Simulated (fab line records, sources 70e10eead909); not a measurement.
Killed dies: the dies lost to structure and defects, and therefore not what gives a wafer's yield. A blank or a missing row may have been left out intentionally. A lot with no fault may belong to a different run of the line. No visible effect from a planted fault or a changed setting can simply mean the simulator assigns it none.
What tool caused it? / flow nand-harc / 39 wafers from 13 lots sampled at 5 of the route's 1159 steps

WHAT THE GAUGES READ, wafer by wafer
NHARC_P_GATE_CD_MEAS_11: target cd 1640 nm.
lot=L684; measured=day 4 10:12; on=cd-sem-02; cd-nm (nm)=1638.4 1639.0 1638.0
lot=L686; measured=day 4 17:35; on=cd-sem-01; cd-nm (nm)=1638.1 1640.1 1641.8
lot=L688; measured=day 5 01:57; on=cd-sem-03; cd-nm (nm)=1641.2 1640.9 1641.3
lot=L690; measured=day 5 14:00; on=cd-sem-01; cd-nm (nm)=1640.8 1643.4 1643.3
lot=L691; measured=day 5 19:46; on=cd-sem-01; cd-nm (nm)=1640.2 1638.1 1638.8
lot=L692; measured=day 5 19:55; on=cd-sem-03; cd-nm (nm)=1640.7 1639.6 1640.9
lot=L693; measured=day 6 09:44; on=cd-sem-01; cd-nm (nm)=1640.0 1642.1 1641.2
lot=L694; measured=day 6 09:54; on=cd-sem-03; cd-nm (nm)=1637.8 1638.2 1637.7
lot=L695; measured=day 7 07:13; on=cd-sem-01; cd-nm (nm)=1641.1 1642.8 1642.2
lot=L696; measured=day 7 07:11; on=cd-sem-02; cd-nm (nm)=1639.4 1639.1 1637.5
lot=L697; measured=day 7 07:08; on=cd-sem-02; cd-nm (nm)=1638.5 1636.3 1639.0
lot=L700; measured=day 8 01:22; on=cd-sem-03; cd-nm (nm)=- - -
lot=L704; measured=day 9 03:44; on=cd-sem-01; cd-nm (nm)=1638.6 1640.0 1639.1

WHICH TOOL RAN EACH LOT (tool, then ch and the chambers of the sampled wafers, then the start)
lot=L684; NHARC_P_ZERO_WELL_DESCUM_54=rie-diel-05 ch 0,1,3, day 1 17:58; NHARC_P_ZERO_WELL_RTA_42=rtp-anneal-02 ch 0, day 1 19:18; NHARC_P_STI_ETCH_42=rie-diel-11 ch 0,2,3, day 2 16:20; NHARC_P_GATE_EXPOSE_08=krf-scanner-03 ch 0, day 4 10:03
lot=L686; NHARC_P_ZERO_WELL_DESCUM_54=rie-diel-05 ch 1,2, day 2 06:05; NHARC_P_ZERO_WELL_RTA_42=rtp-anneal-02 ch 0, day 2 07:15; NHARC_P_STI_ETCH_42=rie-diel-03 ch 0,1,2, day 3 01:29; NHARC_P_GATE_EXPOSE_08=krf-scanner-03 ch 0, day 4 17:25
lot=L688; NHARC_P_ZERO_WELL_DESCUM_54=rie-diel-10 ch 1,2,3, day 2 17:48; NHARC_P_ZERO_WELL_RTA_42=rtp-anneal-01 ch 0, day 2 18:54; NHARC_P_STI_ETCH_42=rie-diel-11 ch 0,2,3, day 3 12:50; NHARC_P_GATE_EXPOSE_08=krf-scanner-02 ch 0, day 5 01:48
lot=L690; NHARC_P_ZERO_WELL_DESCUM_54=rie-diel-05 ch 2,3, day 3 06:05; NHARC_P_ZERO_WELL_RTA_42=rtp-anneal-01 ch 0, day 3 07:11; NHARC_P_STI_ETCH_42=rie-diel-11 ch 0,1,2, day 4 00:40; NHARC_P_GATE_EXPOSE_08=krf-scanner-02 ch 0, day 5 13:50
lot=L691; NHARC_P_ZERO_WELL_DESCUM_54=rie-diel-10 ch 1,2, day 3 11:54; NHARC_P_ZERO_WELL_RTA_42=rtp-anneal-01 ch 0, day 3 12:53; NHARC_P_STI_ETCH_42=rie-diel-11 ch 0,1, day 4 07:54; NHARC_P_GATE_EXPOSE_08=krf-scanner-02 ch 0, day 5 19:36
lot=L692; NHARC_P_ZERO_WELL_DESCUM_54=rie-diel-05 ch 1,2, day 3 17:48; NHARC_P_ZERO_WELL_RTA_42=rtp-anneal-02 ch 0, day 3 18:47; NHARC_P_STI_ETCH_42=rie-diel-03 ch 1,3, day 4 07:44; NHARC_P_GATE_EXPOSE_08=krf-scanner-03 ch 0, day 5 19:46
lot=L693; NHARC_P_ZERO_WELL_DESCUM_54=rie-diel-05 ch 0,1,3, day 4 00:26; NHARC_P_ZERO_WELL_RTA_42=rtp-anneal-01 ch 0, day 4 01:28; NHARC_P_STI_ETCH_42=rie-diel-07 ch 0,3, day 4 22:22; NHARC_P_GATE_EXPOSE_08=krf-scanner-03 ch 0, day 6 09:35
lot=L694; NHARC_P_ZERO_WELL_DESCUM_54=rie-diel-05 ch 1,2,3, day 4 05:55; NHARC_P_ZERO_WELL_RTA_42=rtp-anneal-01 ch 0, day 4 06:54; NHARC_P_STI_ETCH_42=rie-diel-03 ch 0,2,3, day 4 22:32; NHARC_P_GATE_EXPOSE_08=krf-scanner-02 ch 0, day 6 09:45
lot=L695; NHARC_P_ZERO_WELL_DESCUM_54=rie-diel-05 ch 1,3, day 4 11:48; NHARC_P_ZERO_WELL_RTA_42=rtp-anneal-02 ch 0, day 4 12:46; NHARC_P_STI_ETCH_42=rie-diel-03 ch 0,1, day 5 07:41; NHARC_P_GATE_EXPOSE_08=krf-scanner-04 ch 0, day 7 07:04
lot=L696; NHARC_P_ZERO_WELL_DESCUM_54=rie-diel-06 ch 0,3, day 4 17:50; NHARC_P_ZERO_WELL_RTA_42=rtp-anneal-02 ch 0, day 4 18:49; NHARC_P_STI_ETCH_42=rie-diel-11 ch 1,3, day 5 11:17; NHARC_P_GATE_EXPOSE_08=krf-scanner-04 ch 0, day 7 07:01
lot=L697; NHARC_P_ZERO_WELL_DESCUM_54=rie-diel-05 ch 0,1,3, day 5 00:05; NHARC_P_ZERO_WELL_RTA_42=rtp-anneal-01 ch 0, day 5 01:04; NHARC_P_STI_ETCH_42=rie-diel-03 ch 0,1,3, day 5 17:21; NHARC_P_GATE_EXPOSE_08=krf-scanner-04 ch 0, day 7 06:59
lot=L700; NHARC_P_ZERO_WELL_DESCUM_54=rie-diel-10 ch 1,3, day 5 17:42; NHARC_P_ZERO_WELL_RTA_42=rtp-anneal-02 ch 0, day 5 18:53; NHARC_P_STI_ETCH_42=rie-diel-07 ch 1,2, day 6 11:03; NHARC_P_GATE_EXPOSE_08=krf-scanner-02 ch 0, day 8 01:13
lot=L704; NHARC_P_ZERO_WELL_DESCUM_54=rie-diel-05 ch 0,2,3, day 6 18:02; NHARC_P_ZERO_WELL_RTA_42=rtp-anneal-02 ch 0, day 6 19:02; NHARC_P_STI_ETCH_42=rie-diel-11 ch 0,2,3, day 7 12:38; NHARC_P_GATE_EXPOSE_08=krf-scanner-02 ch 0, day 9 03:34
- NHARC_P_ZERO_WELL_DESCUM_54: chemistry O2, time 3 s.
- NHARC_P_ZERO_WELL_RTA_42: time 300 s.
- NHARC_P_STI_ETCH_42: etches the open film in N2/H2, target depth 80 nm, overetch 24 nm, time 61 s.
- NHARC_P_GATE_EXPOSE_08: exposes mask P HV.

WHAT THE TOOLS THEMSELVES READ (means of the sampled wafers that have a number; where no wafer has one, the mark that the record gives instead)
NHARC_P_ZERO_WELL_DESCUM_54.
lot=L684; tool=rie-diel-05; drypump-motor-current-A (A)=6.0; oes-product-au (a.u.)=1.007; rf-vpp-V (V)=57.7; showerhead-plenum-p-Torr (Torr)=1.95; throttle-valve-pct (%)=11.311
lot=L686; tool=rie-diel-05; drypump-motor-current-A (A)=5.9; oes-product-au (a.u.)=1.010; rf-vpp-V (V)=58.2; showerhead-plenum-p-Torr (Torr)=1.95; throttle-valve-pct (%)=11.305
lot=L688; tool=rie-diel-10; drypump-motor-current-A (A)=5.7; oes-product-au (a.u.)=0.991; rf-vpp-V (V)=57.1; showerhead-plenum-p-Torr (Torr)=1.90; throttle-valve-pct (%)=11.303
lot=L690; tool=rie-diel-05; drypump-motor-current-A (A)=5.8; oes-product-au (a.u.)=0.990; rf-vpp-V (V)=58.1; showerhead-plenum-p-Torr (Torr)=2.04; throttle-valve-pct (%)=11.312
lot=L691; tool=rie-diel-10; drypump-motor-current-A (A)=5.2; oes-product-au (a.u.)=0.996; rf-vpp-V (V)=56.8; showerhead-plenum-p-Torr (Torr)=1.93; throttle-valve-pct (%)=11.310
lot=L692; tool=rie-diel-05; drypump-motor-current-A (A)=5.5; oes-product-au (a.u.)=0.997; rf-vpp-V (V)=57.8; showerhead-plenum-p-Torr (Torr)=2.00; throttle-valve-pct (%)=11.312
lot=L693; tool=rie-diel-05; drypump-motor-current-A (A)=6.0; oes-product-au (a.u.)=1.002; rf-vpp-V (V)=58.2; showerhead-plenum-p-Torr (Torr)=1.94; throttle-valve-pct (%)=11.312
lot=L694; tool=rie-diel-05; drypump-motor-current-A (A)=5.9; oes-product-au (a.u.)=1.005; rf-vpp-V (V)=57.8; showerhead-plenum-p-Torr (Torr)=2.00; throttle-valve-pct (%)=11.314
lot=L695; tool=rie-diel-05; drypump-motor-current-A (A)=6.2; oes-product-au (a.u.)=1.012; rf-vpp-V (V)=58.5; showerhead-plenum-p-Torr (Torr)=1.95; throttle-valve-pct (%)=11.310
lot=L696; tool=rie-diel-06; drypump-motor-current-A (A)=6.6; oes-product-au (a.u.)=0.996; rf-vpp-V (V)=58.4; showerhead-plenum-p-Torr (Torr)=1.89; throttle-valve-pct (%)=11.308
lot=L697; tool=rie-diel-05; drypump-motor-current-A (A)=6.0; oes-product-au (a.u.)=1.007; rf-vpp-V (V)=57.5; showerhead-plenum-p-Torr (Torr)=1.94; throttle-valve-pct (%)=11.314
lot=L700; tool=rie-diel-10; drypump-motor-current-A (A)=6.3; oes-product-au (a.u.)=1.000; rf-vpp-V (V)=58.0; showerhead-plenum-p-Torr (Torr)=1.88; throttle-valve-pct (%)=11.303
lot=L704; tool=rie-diel-05; drypump-motor-current-A (A)=5.7; oes-product-au (a.u.)=1.005; rf-vpp-V (V)=58.6; showerhead-plenum-p-Torr (Torr)=1.99; throttle-valve-pct (%)=11.307

NHARC_P_ZERO_WELL_RTA_42.
lot=L684; tool=rtp-anneal-02; lamp-power-pct (%)=35.5; lamp_zone_2_pct (%)=35.5; lamp_zone_3_pct (%)=35.5; lamp_zone_4_pct (%)=35.5; wafer_temp_C_max=1105.5
lot=L686; tool=rtp-anneal-02; lamp-power-pct (%)=35.5; lamp_zone_2_pct (%)=35.5; lamp_zone_3_pct (%)=35.5; lamp_zone_4_pct (%)=35.4; wafer_temp_C_max=1104.5
lot=L688; tool=rtp-anneal-01; lamp-power-pct (%)=34.3; lamp_zone_2_pct (%)=34.2; lamp_zone_3_pct (%)=34.3; lamp_zone_4_pct (%)=34.2; wafer_temp_C_max=1105.4
lot=L690; tool=rtp-anneal-01; lamp-power-pct (%)=34.2; lamp_zone_2_pct (%)=34.1; lamp_zone_3_pct (%)=34.2; lamp_zone_4_pct (%)=34.2; wafer_temp_C_max=1105.8
lot=L691; tool=rtp-anneal-01; lamp-power-pct (%)=34.3; lamp_zone_2_pct (%)=34.3; lamp_zone_3_pct (%)=34.3; lamp_zone_4_pct (%)=34.3; wafer_temp_C_max=1104.5
lot=L692; tool=rtp-anneal-02; lamp-power-pct (%)=35.5; lamp_zone_2_pct (%)=35.4; lamp_zone_3_pct (%)=35.5; lamp_zone_4_pct (%)=35.5; wafer_temp_C_max=1104.8
lot=L693; tool=rtp-anneal-01; lamp-power-pct (%)=34.3; lamp_zone_2_pct (%)=34.3; lamp_zone_3_pct (%)=34.3; lamp_zone_4_pct (%)=34.2; wafer_temp_C_max=1104.8
lot=L694; tool=rtp-anneal-01; lamp-power-pct (%)=34.1; lamp_zone_2_pct (%)=34.2; lamp_zone_3_pct (%)=34.2; lamp_zone_4_pct (%)=34.2; wafer_temp_C_max=1105.3
lot=L695; tool=rtp-anneal-02; lamp-power-pct (%)=35.5; lamp_zone_2_pct (%)=35.5; lamp_zone_3_pct (%)=35.5; lamp_zone_4_pct (%)=35.5; wafer_temp_C_max=1105.5
lot=L696; tool=rtp-anneal-02; lamp-power-pct (%)=35.5; lamp_zone_2_pct (%)=35.5; lamp_zone_3_pct (%)=35.5; lamp_zone_4_pct (%)=35.5; wafer_temp_C_max=1104.0
lot=L697; tool=rtp-anneal-01; lamp-power-pct (%)=34.2; lamp_zone_2_pct (%)=34.3; lamp_zone_3_pct (%)=34.3; lamp_zone_4_pct (%)=34.3; wafer_temp_C_max=1104.3
lot=L700; tool=rtp-anneal-02; lamp-power-pct (%)=35.5; lamp_zone_2_pct (%)=35.5; lamp_zone_3_pct (%)=35.5; lamp_zone_4_pct (%)=35.5; wafer_temp_C_max=1105.1
lot=L704; tool=rtp-anneal-02; lamp-power-pct (%)=35.5; lamp_zone_2_pct (%)=35.5; lamp_zone_3_pct (%)=35.5; lamp_zone_4_pct (%)=35.5; wafer_temp_C_max=1104.8

NHARC_P_STI_ETCH_42.
lot=L684; tool=rie-diel-11; drypump-motor-current-A (A)=5.8; oes-product-au (a.u.)=0.999; rf-vpp-V (V)=430.9; showerhead-plenum-p-Torr (Torr)=2.03; throttle-valve-pct (%)=14.178
lot=L686; tool=rie-diel-03; drypump-motor-current-A (A)=5.8; oes-product-au (a.u.)=1.003; rf-vpp-V (V)=430.6; showerhead-plenum-p-Torr (Torr)=2.04; throttle-valve-pct (%)=14.175
lot=L688; tool=rie-diel-11; drypump-motor-current-A (A)=5.8; oes-product-au (a.u.)=0.997; rf-vpp-V (V)=430.3; showerhead-plenum-p-Torr (Torr)=2.03; throttle-valve-pct (%)=14.185
lot=L690; tool=rie-diel-11; drypump-motor-current-A (A)=5.6; oes-product-au (a.u.)=0.997; rf-vpp-V (V)=429.5; showerhead-plenum-p-Torr (Torr)=2.01; throttle-valve-pct (%)=14.174
lot=L691; tool=rie-diel-11; drypump-motor-current-A (A)=5.6; oes-product-au (a.u.)=1.003; rf-vpp-V (V)=430.0; showerhead-plenum-p-Torr (Torr)=2.01; throttle-valve-pct (%)=14.174
lot=L692; tool=rie-diel-03; drypump-motor-current-A (A)=5.9; oes-product-au (a.u.)=0.994; rf-vpp-V (V)=426.3; showerhead-plenum-p-Torr (Torr)=1.91; throttle-valve-pct (%)=14.178
lot=L693; tool=rie-diel-07; drypump-motor-current-A (A)=6.2; oes-product-au (a.u.)=1.001; rf-vpp-V (V)=432.8; showerhead-plenum-p-Torr (Torr)=2.13; throttle-valve-pct (%)=14.180
lot=L694; tool=rie-diel-03; drypump-motor-current-A (A)=5.5; oes-product-au (a.u.)=0.987; rf-vpp-V (V)=430.8; showerhead-plenum-p-Torr (Torr)=2.05; throttle-valve-pct (%)=14.175
lot=L695; tool=rie-diel-03; drypump-motor-current-A (A)=5.6; oes-product-au (a.u.)=0.992; rf-vpp-V (V)=430.1; showerhead-plenum-p-Torr (Torr)=2.03; throttle-valve-pct (%)=14.172
lot=L696; tool=rie-diel-11; drypump-motor-current-A (A)=5.8; oes-product-au (a.u.)=0.995; rf-vpp-V (V)=432.8; showerhead-plenum-p-Torr (Torr)=2.12; throttle-valve-pct (%)=14.169
lot=L697; tool=rie-diel-03; drypump-motor-current-A (A)=5.7; oes-product-au (a.u.)=0.992; rf-vpp-V (V)=428.6; showerhead-plenum-p-Torr (Torr)=1.97; throttle-valve-pct (%)=14.174
lot=L700; tool=rie-diel-07; drypump-motor-current-A (A)=5.1; oes-product-au (a.u.)=1.009; rf-vpp-V (V)=430.3; showerhead-plenum-p-Torr (Torr)=2.01; throttle-valve-pct (%)=14.176
lot=L704; tool=rie-diel-11; drypump-motor-current-A (A)=5.8; oes-product-au (a.u.)=1.003; rf-vpp-V (V)=429.7; showerhead-plenum-p-Torr (Torr)=2.03; throttle-valve-pct (%)=14.176

NHARC_P_GATE_EXPOSE_08.
lot=L684; tool=krf-scanner-03; exposure-dose-mJ-cm2=16.757; stage-vel-mm-s (mm/s)=500.29
lot=L686; tool=krf-scanner-03; exposure-dose-mJ-cm2=16.728; stage-vel-mm-s (mm/s)=500.01
lot=L688; tool=krf-scanner-02; exposure-dose-mJ-cm2=16.750; stage-vel-mm-s (mm/s)=499.85
lot=L690; tool=krf-scanner-02; exposure-dose-mJ-cm2=16.740; stage-vel-mm-s (mm/s)=500.04
lot=L691; tool=krf-scanner-02; exposure-dose-mJ-cm2=16.749; stage-vel-mm-s (mm/s)=499.86
lot=L692; tool=krf-scanner-03; exposure-dose-mJ-cm2=16.748; stage-vel-mm-s (mm/s)=499.93
lot=L693; tool=krf-scanner-03; exposure-dose-mJ-cm2=16.770; stage-vel-mm-s (mm/s)=500.15
lot=L694; tool=krf-scanner-02; exposure-dose-mJ-cm2=16.753; stage-vel-mm-s (mm/s)=500.23
lot=L695; tool=krf-scanner-04; exposure-dose-mJ-cm2=16.741; stage-vel-mm-s (mm/s)=499.72
lot=L696; tool=krf-scanner-04; exposure-dose-mJ-cm2=16.747; stage-vel-mm-s (mm/s)=499.65
lot=L697; tool=krf-scanner-04; exposure-dose-mJ-cm2=16.752; stage-vel-mm-s (mm/s)=499.94
lot=L700; tool=krf-scanner-02; exposure-dose-mJ-cm2=16.755; stage-vel-mm-s (mm/s)=499.73
lot=L704; tool=krf-scanner-02; exposure-dose-mJ-cm2=16.753; stage-vel-mm-s (mm/s)=500.14

THE ANSWER, worked out from the rows above alone
Rule: what is usual is taken from the lots themselves. The widest of any qualifying gaps counts: lots, ordered by their means at a reading, are off when they make up no more than a third of the lots, leave a main group of 4 or more, and stand apart from it by 3 or more times the standard deviation of that group's means. Not used: any main group whose means are identical at the precision the tables above print for the reading. Also off: a lot with no number at a reading for which 4 or more lots have one. Any other lot the step has rows for is counted as sound. First the gauges in route order, then the tools' own readings, where a lot's mean is used as printed above. The first step at which some lot is off is used, and at that step the reading that is off furthest; a lot without a number counts as furthest.
Off, at NHARC_P_GATE_CD_MEAS_11 on cd-nm: L700. Without a number there: L700. For the main group the mean is 1639.9 nm and the standard deviation 1.5.
A tool fits if, at a process step before that reading, it ran every lot that is off, and no sound lot after the first of them. Those tools and the gauges at NHARC_P_GATE_CD_MEAS_11 are tried in the same way. Can't be told from this: 3 tools fit, rie-diel-10 at NHARC_P_ZERO_WELL_DESCUM_54, rie-diel-07 at NHARC_P_STI_ETCH_42, cd-sem-03 at NHARC_P_GATE_CD_MEAS_11.

WHAT THE SIMULATOR HAD INSERTED
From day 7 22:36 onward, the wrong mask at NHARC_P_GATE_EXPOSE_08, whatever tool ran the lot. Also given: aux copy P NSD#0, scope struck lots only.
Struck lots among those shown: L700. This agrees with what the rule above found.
